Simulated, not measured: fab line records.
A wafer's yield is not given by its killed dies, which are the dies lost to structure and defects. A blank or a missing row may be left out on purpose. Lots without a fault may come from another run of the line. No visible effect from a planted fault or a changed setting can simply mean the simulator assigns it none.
One fault through the eyes of 2 desks / flow n5Finfet / each desk holds nothing but its own numbers, with what lay behind them at the end

== AT THE TOOL OWNER'S DESK: rieDiel-06 ==
The tool's own readings at N5_BEOL_M6_ETCH_66 (etches SOC in N2/H2, target depth 80 nm, overetch 16 nm, time 120 s): means of the sampled wafers that have a number, for each lot that ran on this tool. The brackets show how far a lot's mean lies from the usual mean; more than 4 standard deviations puts the lot out of limits, marked OUT.
Columns: A = drypumpMotorCurrentA at N5_BEOL_M6_ETCH_66, usual 5.8 A; B = oesProductAu at N5_BEOL_M6_ETCH_66, usual 0.64 a.u.; C = rfFwdPowerW at N5_BEOL_M6_ETCH_66, usual 835.9 W; D = rfVppV at N5_BEOL_M6_ETCH_66, usual 524.7 V; E = showerheadPlenumPTorr at N5_BEOL_M6_ETCH_66, usual 2.57 Torr; F = throttleValvePct at N5_BEOL_M6_ETCH_66, usual 17.81 %
lot=L979; first seen here=day 9 01:17; A=5.7; B=0.67; C=836.1; D=527.0; E=2.68; F=17.74
lot=L982; first seen here=day 9 22:55; A=5.7; B=0.65; C=835.6; D=527.4; E=2.68; F=17.77
lot=L983; first seen here=day 10 03:37; A=5.7; B=0.65; C=835.6; D=527.5; E=2.68; F=17.77
lot=L988; first seen here=day 11 00:23; A=5.7; B=0.64; C=906.9 (+25) OUT; D=515.0; E=2.67; F=17.79
lot=L991; first seen here=day 11 16:55; A=5.7; B=0.64; C=904.3 (+24) OUT; D=513.6; E=2.60; F=17.80
This desk finds L988, L991 out of limits, L988 being first, at day 11 00:23 (rfFwdPowerW at N5_BEOL_M6_ETCH_66). L979, L982, L983 stayed within limits.

== METROLOGY DESK ==
Lot by lot, what the gauges showed, no matter which tool ran the lot: averages of those sampled wafers that carry a number. The brackets show how far a lot's mean lies from the usual mean; more than 4 standard deviations puts the lot out of limits, marked OUT.
Columns: A = cdNm at N5_BEOL_M6_CD_MEAS_18, usual 40.1 nm
lot=L980; first seen here=day 8 23:13; A=40.4
lot=L979; first seen here=day 8 23:28; A=40.0
lot=L982; first seen here=day 9 21:17; A=41.1
lot=L983; first seen here=day 10 01:24; A=39.6
lot=L988; first seen here=day 10 23:29; A=40.7
lot=L991; first seen here=day 11 16:17; A=39.6
lot=L994; first seen here=day 12 15:10; A=40.0
lot=L995; first seen here=day 13 09:59; A=40.1
lot=L997; first seen here=day 13 13:13; A=40.4
lot=L998; first seen here=day 14 04:41; A=40.2
This desk's finding: nothing out of limits on any of the 10 lots.

== TAKEN TOGETHER ==
The tool owner's desk could have raised an alarm at day 11 00:23, on L988, L991.
Nothing out of limits was seen by the metrology desk.
The metrology desk has L988, L991 on record, within its limits.
Of the lots named, all ran N5_BEOL_M6_ETCH_66 on rieDiel-06.

== WHAT WAS PUT IN BY THE SIMULATOR ==
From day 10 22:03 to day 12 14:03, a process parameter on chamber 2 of rieDiel-06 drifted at N5_BEOL_M6_ETCH_66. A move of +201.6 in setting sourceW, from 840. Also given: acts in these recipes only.
Shown lots that were struck: L988, L991.
Each desk's first reading out of limits, in hours after the fault started: the tool owner's desk, 2.
